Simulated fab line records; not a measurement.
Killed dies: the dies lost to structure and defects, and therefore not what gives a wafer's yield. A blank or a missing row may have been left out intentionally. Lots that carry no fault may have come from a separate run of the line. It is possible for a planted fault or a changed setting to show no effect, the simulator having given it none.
Chamber matching	flow n5-finfet	pecvd-03 running N5_BEOL_M11_DEP_56: 3 sister chambers
The step deposits SiCN from 3MS/NH3, target thk 30 nm, time 10.5 s. 18 wafers are shown with their chamber, then 9 later ones without.

== WAFERS, EACH WITH ITS CHAMBER ==
wafer	chamber	throttle-valve-pct (%)	showerhead-plenum-p-Torr (Torr)
L075.1	0	17.4	4.158
L075.3	2	16.4	4.154
L075.6	1	17.4	4.165
L083.1	2	16.8	4.163
L083.3	0	17.5	4.161
L083.6	2	16.9	4.166
L084.1	0	17.3	4.162
L084.5	2	16.8	4.149
L084.6	1	17.5	4.151
L089.1	0	17.5	4.156
L089.3	1	17.5	4.150
L089.5	0	17.5	4.147
L093.1	0	17.4	4.159
L093.3	1	17.2	4.162
L093.4	0	17.6	4.158
L095.2	0	17.8	4.160
L095.3	2	16.5	4.168
L095.5	2	17.1	4.162

SIGNATURES (means of the wafers above)
reading	chamber 0	chamber 1	chamber 2	scatter within a chamber
throttle-valve-pct	17.500	17.400	16.750	0.192
showerhead-plenum-p-Torr	4.15763	4.15700	4.16033	0.00631
Rule: for each reading, subtract the chamber's mean from the wafer's reading, divide by that reading's scatter and square the result; add these up over the readings and take the root, which gives the wafer's distance from the chamber. The wafer belongs to the nearest chamber; if the next one is less than 2 further off, it can't be placed. How the scatter is found: for the shown wafers, subtract from each reading the mean of its chamber, square and add these, divide the total by (wafers less chambers), then take the root.

== WAFERS WHOSE CHAMBER IS MISSING ==
wafer	throttle-valve-pct (%)	showerhead-plenum-p-Torr (Torr)
L094.1	17.6	4.156
L094.5	16.8	4.165
L094.6	17.5	4.150
L096.1	17.5	4.156
L096.2	17.4	4.163
L096.5	16.8	4.169
L097.2	17.5	4.154
L097.3	17.7	4.162
L097.6	17.9	4.157

== EACH ONE'S CHAMBER ==
wafer	from the rows above	in truth
L094.1	can't be placed: 0 or 1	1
L094.5	2	2
L094.6	can't be placed: 0 or 1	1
L096.1	can't be placed: 0 or 1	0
L096.2	can't be placed: 1 or 0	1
L096.5	2	2
L097.2	can't be placed: 0 or 1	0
L097.3	can't be placed: 0 or 1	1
L097.6	can't be placed: 0 or 1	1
2 of 9 placed correctly. These rows do not allow placing 7 (true chamber among the candidates in 7). Wrongly placed: 0.
